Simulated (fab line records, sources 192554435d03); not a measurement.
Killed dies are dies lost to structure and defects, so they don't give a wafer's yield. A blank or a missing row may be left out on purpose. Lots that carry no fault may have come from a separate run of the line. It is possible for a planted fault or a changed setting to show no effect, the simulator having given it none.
fab line records | flow n5_finfet
record: lots: 7 wafers: 21
route steps=1938 shown BEOL_M0_SAQP@636 BEOL_M2@881 BEOL_M3@957
start_h: the number of hours between the record's first day and the start of the first shown wafer of the lot | wait_h: time in hours since the lot's previous step | " the same as in the row above | L1.1+2: one row covering several wafers at once | - no value, or no start was given | * or withheld: withheld | < > ~ a bound
route shown NAME@n: names a module that has steps shown in the file, with the first one's number in the route | usual: average and standard deviation across the fault-free wafers | same: alike in all rows | chamber/n: place in a boat | sites: readings site by site | _std_site: the values' standard deviation | _edge_site: inner sites' mean taken away from outer sites' mean | radius_mm: how far each site lies from the wafer's centre | mask NAME#n: copy n | behind: the tool/chamber that last shaped the wafer | hold: why the lot was held/for how many hours/how that ended | device: the n, p or np transistor that did not switch | end of line: the same wafers' tests at the end of the route | a step with no rows: only its recipe | killed: dies lost to structure and defects at the first sort, not the wafer's yield | map: shows each die of a wafer: x if killed, . if not, _ if none is there
set.NAME: the setting as run; set.NAME@STEP: as run at that earlier step | model.NAME: the simulator's own value behind a step, which no gauge read
lots run with intentionally changed settings; tables by step, rows by wafer
== steps ==
step: N5_BEOL_M0_SAQP_PECVD_96
recipe: material: a-Si target_thk_a: 450 temp_c: 350 precursor: SiH4/He pressure_torr: 3 rf_w: 100 time_s: 45.2
columns lot.wafer tool chamber start_h wait_h set.time_s model.a-Si_of_BEOL_M0_SAQP_PECVD_96.thk_nm
L074.1 pecvd-02 2 106.00 0.0 45.2 44.6
L074.2 " 1 " " 45.2 44.8
L074.6 " 1 " " 45.2 45
L076.1 pecvd-03 1 120.36 0.0 45.2 44
L076.3 " 2 " " 39.75 40.2
L076.6 " 1 " " 39.75 39.8
L078.3 pecvd-02 1 132.26 0.0 45.2 44.8
L078.4 " 2 " " 45.2 45.6
L078.6 " 0 " " 45.2 45.4
L081.1 pecvd-02 2 158.78 0.0 45.2 44.2
L081.2 " 1 " " 45.2 45
L081.6 " 0 " " 45.2 45.4
L080.1 pecvd-01 0 163.38 0.0 45.2 45.2
L080.3 " 1 " " 49.77 49.4
L080.5 " 0 " " 49.77 50.2
L088.2 pecvd-03 1 191.09 0.0 45.2 43
L088.3 " 2 " " 45.2 44.2
L088.5 " 1 " " 39.32 38.4
L097.2 pecvd-02 0 243.69 0.0 45.2 45
L097.3 " 1 " " 45.2 44.6
L097.5 " 1 " " 45.2 45.2
step: N5_BEOL_M0_SAQP_PECVD_04
recipe: material: a-Si target_thk_a: 600 temp_c: 350 precursor: SiH4/He pressure_torr: 3 rf_w: 100 time_s: 60.2
columns lot.wafer tool chamber start_h wait_h set.time_s model.a-Si_of_BEOL_M0_SAQP_PECVD_04.thk_nm
L074.1+2 pecvd-02 2,1 106.08 0.0 60.2 59.8
L074.6 " 1 " " 60.2 60.2
L076.1 pecvd-03 1 120.48 0.0 60.2 59.4
L076.3 " 2 " " 60.2 60.6
L076.6 " 1 " " 60.2 60.4
L078.3 pecvd-02 1 132.34 0.0 60.2 59.2
L078.4 " 2 " " 60.2 59.8
L078.6 " 0 " " 60.2 60.6
L081.1 pecvd-02 2 158.87 0.0 60.2 60.2
L081.2 " 1 " " 60.2 60.6
L081.6 " 0 " " 60.2 61
L080.1 pecvd-01 0 163.47 0.0 60.2 59.8
L080.3 " 1 " " 60.2 59.6
L080.5 " 0 " " 64.89 66
L088.2 pecvd-03 1 191.22 0.0 64.35 63.6
L088.3 " 2 " " 60.2 61.2
L088.5 " 1 " " 60.2 61
L097.2 pecvd-02 0 243.77 0.0 60.2 60
L097.3 " 1 " " 69.01 69.4
L097.5 " 1 " " 69.01 69.8
step: N5_BEOL_M0_SAQP_THK_MEAS_05
usual: thk_nm: 60.0/0.67
columns lot.wafer tool chamber start_h wait_h set.time_s@BEOL_M0_SAQP_PECVD_04 thk_nm
L074.1 film_metro-02 - 106.18 0.1 60.2 59.9
L074.2 " - " " 60.2 59.8
L074.6 " - " " 60.2 60.2
L076.1 film_metro-02 - 120.61 0.1 60.2 59.4
L076.3 " - " " 60.2 60.6
L076.6 " - " " 60.2 60.5
L078.3 film_metro-02 - 132.44 0.1 60.2 59.1
L078.4 " - " " 60.2 59.9
L078.6 " - " " 60.2 60.6
L081.1 film_metro-01 - 158.96 0.1 60.2 60.2
L081.2 " - " " 60.2 60.6
L081.6 " - " " 60.2 61.0
L080.1 film_metro-02 - 163.56 0.1 60.2 59.8
L080.3 " - " " 60.2 59.5
L080.5 " - " " 64.89 65.9
L088.2 film_metro-02 - 191.35 0.1 64.35 63.5
L088.3 " - " " 60.2 61.2
L088.5 " - " " 60.2 60.9
L097.2 film_metro-01 - 243.87 0.1 60.2 60.1
L097.3 " - " " 69.01 69.4
L097.5 " - " " 69.01 69.7
step: N5_BEOL_M0_SAQP_HM_DEP_111
recipe: material: SiO2 target_thk_a: 120 temp_c: 400 precursor: SiH4/N2O pressure_torr: 0.75 rf_w: 275 time_s: 7.2
step: N5_BEOL_M0_SAQP_COAT_81
recipe: resist: SOC temp_c: 250 time_s: 60 spin_rpm: 1500 resist_thk_nm: 100
step: N5_BEOL_M0_SAQP_HM_OPEN_112
recipe: chemistry: CHF3/O2 target: SiO2 stop_on: a-Si target_depth_a: 120 over_etch_frac: 1.25 mask_material: SOC time_s: 13.5 pressure_mtorr: 30 source_w: 650 bias_w: 170 Ar_flow_sccm: 200 CHF3_flow_sccm: 50 O2_flow_sccm: 5 ion_energy_ev: 200 ends: end_point
step: N5_BEOL_M0_SAQP_STRIP_113
recipe: chemistry: CHF3/O2 resist: SiARC rf_frequency_hz: 6e+07
step: N5_BEOL_M0_SAQP_MANDREL_ETCH_20
recipe: target_depth_a: 600 chemistry: HBr/Cl2 target: a-Si stop_on: SiNx bt_time_s: 10 mask_material: SOC over_etch_frac: 0.5 time_s: 30 pressure_mtorr: 10 icp_w: 800 bias_w: 75 HBr_flow_sccm: 150 Cl2_flow_sccm: 80 ends: end_point
usual: oes_product_au: 0.775/0.011
columns lot.wafer tool chamber start_h wait_h set.time_s@BEOL_M0_SAQP_PECVD_04 oes_product_au model.etch.depth_nm
L074.1 rie_si-02 2 107.03 0.0 60.2 0.770 59.9
L074.2 " 0 " " 60.2 0.766 59.78
L074.6 " 2 " " 60.2 0.780 60.27
L076.1 rie_si-01 2 121.34 0.0 60.2 0.756 59.39
L076.3 " 0 " " 60.2 0.770 60.52
L076.6 " 1 " " 60.2 0.774 60.4
L078.3 rie_si-03 0 133.25 0.0 60.2 0.777 59.13
L078.4 " 3 " " 60.2 0.775 59.89
L078.6 " 2 " " 60.2 0.799 60.51
L081.1 rie_si-03 0 159.81 0.0 60.2 0.793 60.2
L081.2 " 1 " " 60.2 0.785 60.57
L081.6 " 2 " " 60.2 0.793 61.04
L080.1 rie_si-03 0 164.29 0.0 60.2 0.788 59.79
L080.3 " 1 " " 60.2 0.770 59.5
L080.5 " 2 " " 64.89 0.835 65.89
L088.2 rie_si-01 3 192.19 0.0 64.35 0.810 63.53
L088.3 " 1 " " 60.2 0.776 61.09
L088.5 " 0 " " 60.2 0.777 60.92
L097.2 rie_si-01 3 244.71 0.0 60.2 0.777 60.1
L097.3 " 0 " " 69.01 0.836 69.44
L097.5 " 2 " " 69.01 0.842 69.77
step: N5_BEOL_M0_SAQP_STRIP_86
recipe: chemistry: N2/H2 power_w: 500 temp_c: 40 pressure_mtorr: 50 rf_frequency_hz: 6e+07 overash_fraction: 0.3 bias_power_w: 28 h2_frac: 0.5 n2_flow_sccm: 300 h2_flow_sccm: 300
step: N5_BEOL_M0_SAQP_STRIP_115
recipe: chemistry: post_etch_residue_remover time_s: 60 temp_c: 25 remover_ph: withheld remover_water_wt_pct: withheld remover_fluoride_wt_pct: withheld
step: N5_BEOL_M0_SAQP_SRD_93
recipe: dry: ipa_marangoni time_s: 30 temp_c: 23 rinse_liquid: diw
step: N5_BEOL_M0_SAQP_RECESS_114
recipe: chemistry: HF/NH3 target: SiO2 target_depth_a: 144 afs_cycles: 3 temp_c: 30 sublimation_temp_c: 180 sublimation_time_s: 60
step: N5_BEOL_M0_SAQP_SPACER1_ALD_98
recipe: material: SiO2 target_thk_a: 128 temp_c: 300 ald_precursor_family: BDEAS ald_co_reactant: O2-plasma pulse_time_s: 1 purge_time_s: 2 co_reactant_purge_time_s: 2 ald_cycles: 138 pressure_torr: 2
columns lot.wafer tool chamber start_h wait_h set.time_s@BEOL_M0_SAQP_PECVD_04 model.a-Si_of_BEOL_M0_SAQP_PECVD_04.thk_nm
L074.1 ald_sin-03 2 107.65 0.3 60.2 59.8
L074.2 " 3 " " 60.2 59.6
L074.6 " 1 " " 60.2 60
L076.1 ald_sin-04 1 122.25 0.5 60.2 59.2
L076.3 " 3 " " 60.2 60.4
L076.6 " 3 " " 60.2 60.2
L078.3 ald_sin-03 3 134.26 0.5 60.2 59
L078.4 " 0 " " 60.2 59.8
L078.6 " 0 " " 60.2 60.4
L081.1 ald_sin-03 2 161.37 1.2 60.2 60
L081.2 " 3 " " 60.2 60.4
L081.6 " 3 " " 60.2 60.8
L080.1 ald_sin-04 1 165.24 0.6 60.2 59.6
L080.3 " 3 " " 60.2 59.4
L080.5 " 1 " " 64.89 65.8
L088.2 ald_sin-03 1 193.15 0.6 64.35 63.4
L088.3 " 2 " " 60.2 61
L088.5 " 1 " " 60.2 60.8
L097.2 ald_sin-03 0 245.33 0.3 60.2 60
L097.3 " 2 " " 69.01 69.2
L097.5 " 3 " " 69.01 69.6
step: N5_BEOL_M0_SAQP_SPACER1_ETCHBACK_99
recipe: chemistry: CHF3/O2 mode: anisotropic_etchback target: SiO2 target_depth_a: 154 time_s: 7.7 pressure_mtorr: 30 source_w: 650 bias_w: 170 Ar_flow_sccm: 200 CHF3_flow_sccm: 50 O2_flow_sccm: 5 ion_energy_ev: 200
step: N5_BEOL_M0_SAQP_MANDREL1_REMOVE_100
recipe: chemistry: HBr/Cl2/O2 bt_time_s: 10 target: a-Si stop_on: SiNx endpoint: OES-SiCl over_etch_frac: 0.85 icp_w: 600 bias_w: 30 HBr_flow_sccm: 150 Cl2_flow_sccm: 80 O2_flow_sccm: 5 pressure_mtorr: 10
step: N5_BEOL_M0_SAQP_ETCH_101
recipe: chemistry: CH3F/O2 target: SiNx mask_material: SiO2 target_depth_a: 299 time_s: 42.7 pressure_mtorr: 30 source_w: 395 bias_w: 73 Ar_flow_sccm: 150 CH3F_flow_sccm: 30 O2_flow_sccm: 20 ion_energy_ev: 120
step: N5_BEOL_M0_SAQP_ETCH_102
recipe: chemistry: CF4 target: SiO2 target_depth_a: 40 ion_energy_ev: 350 time_s: 4.4 pressure_mtorr: 10 icp_w: 800 bias_w: 400 cf4_flow_sccm: 80
step: N5_BEOL_M0_SAQP_MANDREL_ETCH_103
recipe: chemistry: HBr/Cl2 target: a-Si target_depth_a: 450 bt_time_s: 10 stop_on: SiCN mask_material: SiO2 over_etch_frac: 0.8 time_s: 27 pressure_mtorr: 10 icp_w: 800 bias_w: 75 HBr_flow_sccm: 150 Cl2_flow_sccm: 80 ends: end_point
columns lot.wafer tool chamber start_h wait_h set.time_s@BEOL_M0_SAQP_PECVD_96 model.etch.depth_nm
L074.1 rie_si-03 2 108.50 0.0 45.2 44.64
L074.2 " 1 " " 45.2 44.72
L074.6 " 0 " " 45.2 45.03
L076.1 rie_si-02 0 123.10 0.0 45.2 44.07
L076.3 " 3 " " 39.75 40.24
L076.6 " 2 " " 39.75 39.78
L078.3 rie_si-02 1 135.11 0.0 45.2 44.7
L078.4 " 0 " " 45.2 45.53
L078.6 " 2 " " 45.2 45.47
L081.1 rie_si-01 3 162.22 0.0 45.2 44.1
L081.2 " 1 " " 45.2 45.01
L081.6 " 1 " " 45.2 45.42
L080.1 rie_si-03 3 166.09 0.0 45.2 45.16
L080.3 " 0 " " 49.77 49.45
L080.5 " 1 " " 49.77 50.25
L088.2 rie_si-02 3 194.00 0.0 45.2 43.1
L088.3 " 1 " " 45.2 44.29
L088.5 " 3 " " 39.32 38.32
L097.2 rie_si-02 0 246.18 0.0 45.2 45.04
L097.3 " 2 " " 45.2 44.64
L097.5 " 1 " " 45.2 45.22
step: N5_BEOL_M0_SAQP_ETCH_106
recipe: chemistry: N2/H2 target: SOC target_depth_a: 1500 stop_on: SiNx ion_energy_ev: 100 bias_w: 61 pressure_mtorr: 30 source_w: 850 n2_flow_sccm: 200 h2_flow_sccm: 200
columns lot.wafer tool chamber start_h wait_h set.target_depth_a
L074.1+6 rie_diel-02 1 109.07 - 1583
L074.2 " 3 " " 1500
L076.1 rie_diel-02 1 123.63 - 1623
L076.3+6 " 2 " " 1500
L078.3+4+6 rie_diel-06 1,0,1 135.64 - 1500
L081.1+2+6 rie_diel-05 1,0,0 162.76 - 1500
L080.1+3 rie_diel-02 1,0 166.63 - 1445
L080.5 " 2 " " 1500
L088.2+3+5 rie_diel-05 3,1,2 194.68 - 1500
L097.2+3+5 rie_diel-02 0,2,0 246.71 - 1500
step: N5_BEOL_M0_SAQP_ETCH_107
recipe: chemistry: CH3F/O2 target: SiNx target_depth_a: 300 mask_material: SOC pressure_mtorr: 30 source_w: 395 bias_w: 73 Ar_flow_sccm: 150 CH3F_flow_sccm: 30 O2_flow_sccm: 20 ion_energy_ev: 120
columns lot.wafer tool chamber start_h wait_h set.time_s@BEOL_M0_SAQP_PECVD_96 model.a-Si_of_BEOL_M0_SAQP_PECVD_96.thk_nm
L074.1 rie_diel-02 1 109.13 0.0 45.2 44
L074.2 " 3 " " 45.2 44.2
L074.6 " 1 " " 45.2 44.4
L076.1 rie_diel-02 1 123.69 0.0 45.2 43.4
L076.3 " 2 " " 39.75 39.6
L076.6 " 2 " " 39.75 39.2
L078.3 rie_diel-06 1 135.70 0.0 45.2 44.2
L078.4 " 0 " " 45.2 45
L078.6 " 1 " " 45.2 44.8
L081.1 rie_diel-05 1 162.82 0.0 45.2 43.6
L081.2 " 0 " " 45.2 44.4
L081.6 " 0 " " 45.2 44.8
L080.1 rie_diel-02 1 166.69 0.0 45.2 44.6
L080.3 " 0 " " 49.77 48.8
L080.5 " 2 " " 49.77 49.6
L088.2 rie_diel-05 3 194.74 0.0 45.2 42.6
L088.3 " 1 " " 45.2 43.8
L088.5 " 2 " " 39.32 37.8
L097.2 rie_diel-02 0 246.77 0.0 45.2 44.4
L097.3 " 2 " " 45.2 44
L097.5 " 0 " " 45.2 44.6
step: N5_BEOL_M2_ETCH_69
recipe: chemistry: CF4 target: SiARC target_depth_a: 156 mask_material: CAR-EUV time_s: 26 ion_energy_ev: 80 pressure_mtorr: 40 source_w: 545 bias_w: 36 Ar_flow_sccm: 100 cf4_flow_sccm: 100 ends: cleared
usual: rf_vpp_V: 183.8/1.1
columns lot.wafer tool chamber start_h wait_h set.bias_w rf_vpp_V
L074.1 rie_diel-01 0 130.43 0.0 30.44 163.3
L074.2 " 2 " " 30.44 165.0
L074.6 " 3 " " 36 183.0
L076.1 rie_diel-04 3 161.27 0.0 39.37 195.7
L076.3 " 0 " " 36 183.0
L076.6 " 0 " " 39.37 193.1
L078.3 rie_diel-04 2 179.35 0.0 36 182.4
L078.4 " 0 " " 36 183.4
L078.6 " 3 " " 36 184.8
L081.1 rie_diel-04 0 226.44 0.0 36 181.8
L081.2 " 1 " " 32.41 171.8
L081.6 " 0 " " 36 182.6
L080.1 rie_diel-03 2 237.94 0.0 36 183.6
L080.3 " 1 " " 38.9 195.2
L080.5 " 0 " " 36 183.8
L088.2 rie_diel-04 2 249.93 0.0 31 166.1
L088.3 " 1 " " 31 166.4
L088.5 " 2 " " 31 165.2
L097.2 rie_diel-01 3 281.06 0.0 36 183.1
L097.3 " 2 " " 36 184.5
L097.5 " 0 " " 31.76 169.2
step: N5_BEOL_M2_TRENCH_ETCH_37
recipe: chemistry: C4F6/O2 target_depth_a: 555.55 target: SiOC time_s: 29.2 ion_energy_ev: 250 pressure_mtorr: 30 source_w: 355 bias_w: 185 Ar_flow_sccm: 300 C4F6_flow_sccm: 10 O2_flow_sccm: 10
usual: rf_vpp_V: 663/7.2
columns lot.wafer tool chamber start_h wait_h set.bias_w rf_vpp_V
L074.1 rie_diel-03 3 - - 160.3 591
L074.2 " 0 " " 185 669
L074.6 " 1 " " 160.3 589
L076.1 rie_diel-01 1 - - 185 658
L076.3 " 0 " " 185 652
L076.6 " 0 " " 185 651
L078.3 rie_diel-03 3 - - 185 664
L078.4 " 1 " " 185 658
L078.6 " 3 " " 185 663
L081.1 rie_diel-04 2 - - 201.5 712
L081.2 " 1 " " 185 668
L081.6 " 0 " " 201.5 716
L080.1 rie_diel-01 2 - - 185 656
L080.3 " 0 " " 185 653
L080.5 " 1 " " 185 658
L088.2 rie_diel-01 2 - - 185 655
L088.3 " 1 " " 160.6 588
L088.5 " 2 " " 160.6 587
L097.2 rie_diel-01 1 - - 196.2 689
L097.3 " 2 " " 185 655
L097.5 " 0 " " 196.2 684
step: N5_BEOL_M3_COAT_67
recipe: resist: SOC temp_c: 250 time_s: 60 spin_rpm: 1500 resist_thk_nm: 60
columns lot.wafer tool chamber start_h wait_h set.spin_rpm model.SOC_of_BEOL_M3_COAT_67.thk_nm
L074.1+6 litho_track-02 0 151.93 0.0 1500 59.8
L074.2 " 0 " " 1668 56.6
L076.1 litho_track-04 0 178.38 0.0 1500 60
L076.3 " 0 " " 1387 62.6
L076.6 " 0 " " 1387 62.4
L078.3 litho_track-04 0 197.31 0.0 1500 60.2
L078.4+6 " 0 " " 1500 60
L081.1 litho_track-05 0 244.37 0.0 1500 60.2
L081.2 " 0 " " 1500 60.4
L081.6 " 0 " " 1372 63
L080.1+3+5 litho_track-05 0 253.57 0.0 1500 60
L088.2+5 litho_track-02 0 268.41 0.0 1500 60
L088.3 " 0 " " 1655 57.2
L097.2 litho_track-05 0 297.09 0.0 1500 59.8
L097.3 " 0 " " 1385 62.2
L097.5 " 0 " " 1385 62.4
step: N5_BEOL_M3_EXPOSE_25
recipe: mask_id: V2 na: 0.33 source_shape: quasar sigma_inner: 0.2 sigma_outer: 0.8 polarization: unpolarized defocus_nm: 5 dose_mj: 63
columns lot.wafer tool chamber start_h wait_h mask set.dose_mj
L074.1+2 euv_scanner-02 0 152.19 - V2#0 63
L074.6 " 0 " " V2#0 60.78
L076.1+3 euv_scanner-01 0 178.64 - V2#0 63
L076.6 " 0 " " V2#0 61.17
L078.3+4+6 euv_scanner-02 0 197.59 - V2#0 63
L081.1+2+6 euv_scanner-02 0 244.55 - V2#0 63
L080.1 euv_scanner-01 0 253.83 - V2#0 64.69
L080.3+5 " 0 " " V2#0 63
L088.2+3 euv_scanner-01 0 268.56 - V2#0 67.15
L088.5 " 0 " " V2#0 63
L097.2+5 euv_scanner-02 0 297.29 - V2#0 65.3
L097.3 " 0 " " V2#0 63
step: N5_BEOL_M3_PEB_26
recipe: peb_temp_c: 100 peb_time_s: 60 resist: CAR-EUV
step: N5_BEOL_M3_DEVELOP_27
recipe: develop_time_s: 30 developer: TMAH resist: CAR-EUV rinse_liquid: surfactant_rinse dry: air_spin dev_temp_c: 23
step: N5_BEOL_M3_CD_MEAS_28
recipe: target_cd_nm: 25.7 landing_energy_ev: 500 detector: se_inlens target_cd_y_nm: 23.3 polarity: opening
usual: cd_nm: 25.66/0.22
columns lot.wafer tool chamber start_h wait_h set.dose_mj@BEOL_M3_EXPOSE_25 cd_nm
L074.1 cd_sem-03 0 152.34 - 63 25.89
L074.2 " 0 " " 63 25.66
L074.6 " 0 " " 60.78 24.96
L076.1 cd_sem-02 0 178.79 - 63 25.98
L076.3 " 0 " " 63 25.84
L076.6 " 0 " " 61.17 25.64
L078.3 cd_sem-02 0 197.72 - 63 25.38
L078.4 " 0 " " 63 25.27
L078.6 " 0 " " 63 25.40
L081.1 cd_sem-03 0 244.70 - 63 25.77
L081.2 " 0 " " 63 25.73
L081.6 " 0 " " 63 25.48
L080.1 cd_sem-01 0 253.98 - 64.69 26.13
L080.3 " 0 " " 63 25.33
L080.5 " 0 " " 63 25.35
L088.2 cd_sem-01 0 268.69 - 67.15 26.79
L088.3 " 0 " " 67.15 27.29
L088.5 " 0 " " 63 25.89
L097.2 cd_sem-01 0 297.43 - 65.3 25.96
L097.3 " 0 " " 63 25.63
L097.5 " 0 " " 65.3 26.25
step: N5_BEOL_M3_ALD_98
recipe: material: SiO2 target_thk_a: 25 temp_c: 100 ald_precursor_family: BDEAS ald_co_reactant: O2-plasma pulse_time_s: 1 co_reactant_pulse_time_s: 1 purge_time_s: 2 co_reactant_purge_time_s: 2 ald_cycles: 17 pressure_torr: 2
step: N5_BEOL_M3_ETCHBACK_99
recipe: chemistry: CHF3 target: SiO2 target_depth_a: 50 time_s: 10.4 source_w: 215 bias_w: 47 Ar_flow_sccm: 200 CHF3_flow_sccm: 12 ion_energy_ev: 100 pressure_mtorr: 30
step: N5_BEOL_M3_ETCH_70
recipe: chemistry: N2/H2 target: SOC target_depth_a: 800 overetch_a: 160 mask_material: SiARC temp_c: 40 time_s: 120 ion_energy_ev: 200 pressure_mtorr: 30 source_w: 840 bias_w: 150 n2_flow_sccm: 200 h2_flow_sccm: 200
columns lot.wafer tool chamber start_h wait_h set.spin_rpm@BEOL_M3_COAT_67 model.etch.depth_nm
L076.1 rie_diel-02 3 208.61 0.0 1500 60.08
L076.3 " 1 " " 1387 62.58
L076.6 " 1 " " 1387 62.49
L074.1 rie_diel-06 2 208.64 0.0 1500 59.8
L074.2 " 1 " " 1668 56.67
L074.6 " 2 " " 1500 59.72
L078.3 rie_diel-02 0 231.81 0.0 1500 60.11
L078.4 " 2 " " 1500 60.06
L078.6 " 3 " " 1500 60.05
L081.1 rie_diel-02 3 254.24 0.0 1500 60.3
L081.2 " 0 " " 1500 60.43
L081.6 " 0 " " 1372 63.02
L080.1+3 rie_diel-06 1,3 271.70 0.0 1500 60.03
L080.5 " 0 " " 1500 60.06
L088.2 rie_diel-05 0 292.16 0.0 1500 59.97
L088.3 " 2 " " 1655 57.14
L088.5 " 0 " " 1500 59.92
L097.2 rie_diel-05 0 320.08 0.0 1500 59.82
L097.3 " 3 " " 1385 62.15
L097.5 " 1 " " 1385 62.31
== key ==
split: step: N5_BEOL_M0_SAQP_PECVD_96 setting: time_s stated: 45.2 by: wafer
response: step: N5_BEOL_M0_SAQP_PECVD_96 reading: model.a-Si_of_BEOL_M0_SAQP_PECVD_96.thk_nm change: +0.39 per: 1% r: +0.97
response: step: N5_BEOL_M0_SAQP_MANDREL_ETCH_103 reading: model.etch.depth_nm change: +0.399 per: 1% r: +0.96
response: step: N5_BEOL_M0_SAQP_ETCH_107 reading: model.a-Si_of_BEOL_M0_SAQP_PECVD_96.thk_nm change: +0.396 per: 1% r: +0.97
split: step: N5_BEOL_M0_SAQP_PECVD_04 setting: time_s stated: 60.2 by: wafer
response: step: N5_BEOL_M0_SAQP_PECVD_04 reading: model.a-Si_of_BEOL_M0_SAQP_PECVD_04.thk_nm change: +0.641 per: 1% r: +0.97
response: step: N5_BEOL_M0_SAQP_THK_MEAS_05 reading: thk_nm change: * per: 1% r: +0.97
response: step: N5_BEOL_M0_SAQP_MANDREL_ETCH_20 reading: oes_product_au change: +0.00489 per: 1% r: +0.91
response: step: N5_BEOL_M0_SAQP_MANDREL_ETCH_20 reading: model.etch.depth_nm change: +0.637 per: 1% r: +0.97
response: step: N5_BEOL_M0_SAQP_SPACER1_ALD_98 reading: model.a-Si_of_BEOL_M0_SAQP_PECVD_04.thk_nm change: +0.632 per: 1% r: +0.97
split: step: N5_BEOL_M0_SAQP_ETCH_106 setting: target_depth_a stated: 1500 by: wafer
response none clear
split: step: N5_BEOL_M2_ETCH_69 setting: bias_w stated: 36 by: wafer
response: step: N5_BEOL_M2_ETCH_69 reading: rf_vpp_V change: +1.22 per: 1% r: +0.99
split: step: N5_BEOL_M2_TRENCH_ETCH_37 setting: bias_w stated: 185 by: wafer
response: step: N5_BEOL_M2_TRENCH_ETCH_37 reading: rf_vpp_V change: +5.42 per: 1% r: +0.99
split: step: N5_BEOL_M3_COAT_67 setting: spin_rpm stated: 1500 by: wafer
response: step: N5_BEOL_M3_COAT_67 reading: model.SOC_of_BEOL_M3_COAT_67.thk_nm change: -0.299 per: 1% r: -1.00
response: step: N5_BEOL_M3_ETCH_70 reading: model.etch.depth_nm change: -0.293 per: 1% r: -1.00
split: step: N5_BEOL_M3_EXPOSE_25 setting: dose_mj stated: 63 by: wafer
response: step: N5_BEOL_M3_CD_MEAS_28 reading: cd_nm change: +0.178 per: 1% r: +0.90
